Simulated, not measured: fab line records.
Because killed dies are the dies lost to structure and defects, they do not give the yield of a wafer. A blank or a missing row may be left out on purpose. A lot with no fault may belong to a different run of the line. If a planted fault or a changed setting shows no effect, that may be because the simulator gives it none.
One fault seen from 3 desks ; flow n5_finfet ; each desk has only its own numbers; what lay behind them comes last

== FOR THE TOOL OWNER'S DESK: rie_diel-04 ==
The tool's own readings at N5_BEOL_M15_TRENCH_ETCH_34 (etches SiO2 in C4F8/O2/Ar, target depth 872.93 nm, time 199 s): means of the sampled wafers that have a number, for each lot that ran on this tool. Any lot whose mean is over 4 standard deviations away from the usual mean is out of limits and marked OUT; that distance is given in the brackets.
Columns: A = O2_flow_sccm at N5_BEOL_M15_TRENCH_ETCH_34, usual 12.00 sccm; B = drypump_motor_current_A at N5_BEOL_M15_TRENCH_ETCH_34, usual 5.8 A; C = oes_product_au at N5_BEOL_M15_TRENCH_ETCH_34, usual 0.78 a.u.; D = rf_vpp_V at N5_BEOL_M15_TRENCH_ETCH_34, usual 2213 V; E = showerhead_plenum_p_Torr at N5_BEOL_M15_TRENCH_ETCH_34, usual 3.44 Torr; F = throttle_valve_pct at N5_BEOL_M15_TRENCH_ETCH_34, usual 30.8 %
lot;first seen here;A;B;C;D;E;F
L806;day 11 22:27;12.02;5.5;0.81;2193;3.37;31.0
L809;day 12 00:59;11.99;5.7;0.86;2214;3.39;30.6
L816;day 13 22:07;11.99;5.7;0.83;2202;3.37;30.8
L817;day 14 11:55;11.95;5.8;0.85;2206;3.40;30.7
This desk's finding: nothing out of limits on any of the 4 lots.

== METROLOGY DESK ==
What the gauges read for every lot (on any tool): the sampled wafers with a number, averaged. Any lot whose mean is over 4 standard deviations away from the usual mean is out of limits and marked OUT; that distance is given in the brackets.
Columns: A = M15_THK at N5_BEOL_M15_THK_MEAS_50, usual 849 nm; B = M15_RS at N5_BEOL_M15_RS_MEAS_54, usual 0.0217 ohm/sq
lot;first seen here;A;B
L806;day 12 03:58;846;0.0215
L809;day 12 04:55;839;0.0219
L810;day 12 09:53;843;0.0217
L812;day 13 01:42;849;0.0217
L816;day 14 01:59;891;0.0209
L817;day 14 14:53;952 (+7.9) OUT;0.0193 (-7.8) OUT
L821;day 15 05:34;841;0.0218
L824;day 16 08:38;833;0.0221
L827;day 16 17:50;854;0.0216
L829;day 17 02:03;849;0.0215
Per this desk, out of limits: L817; the first was L817, day 14 14:53 (M15_THK at N5_BEOL_M15_THK_MEAS_50). Within limits: L806, L809, L810, L812, L816, L821, L824, L827, L829.

== THE DEFECT DESK ==
For each lot, the counts of the inspections along the route, averaged over the sampled wafers that have a number. Any lot whose mean is over 4 standard deviations away from the usual mean is out of limits and marked OUT; that distance is given in the brackets.
Columns: A = raw_defect_count at N5_BEOL_M15_INSPECT_12, usual 1.9
lot;first seen here;A
L806;day 11 20:45;2.3
L809;day 11 23:20;1.7
L810;day 12 05:02;2.0
L812;day 12 20:04;2.7
L816;day 13 20:09;3.0
L817;day 14 09:58;3.0
L821;day 15 00:44;2.3
L824;day 16 04:40;2.7
L827;day 16 13:56;1.3
L829;day 16 22:14;1.7
This desk's finding: nothing out of limits on any of the 10 lots.

== PUT TOGETHER ==
On L817, the metrology desk was in a position to raise an alarm at day 14 14:53.
The tool owner's desk saw nothing out of limits.
Nothing out of limits was seen by the defect desk.
The tool owner's desk has L817 on record, within its limits.
The defect desk has L817 on record, within its limits.
On rie_diel-04, each named lot ran N5_BEOL_M15_TRENCH_ETCH_34.

== WHAT HAD BEEN PUT IN BY THE SIMULATOR ==
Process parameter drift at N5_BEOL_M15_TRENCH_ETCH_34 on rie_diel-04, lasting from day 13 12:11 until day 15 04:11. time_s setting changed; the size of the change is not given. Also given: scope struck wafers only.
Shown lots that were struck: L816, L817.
Delay in hours, fault start to first out-of-limits reading, per desk: metrology desk 27.
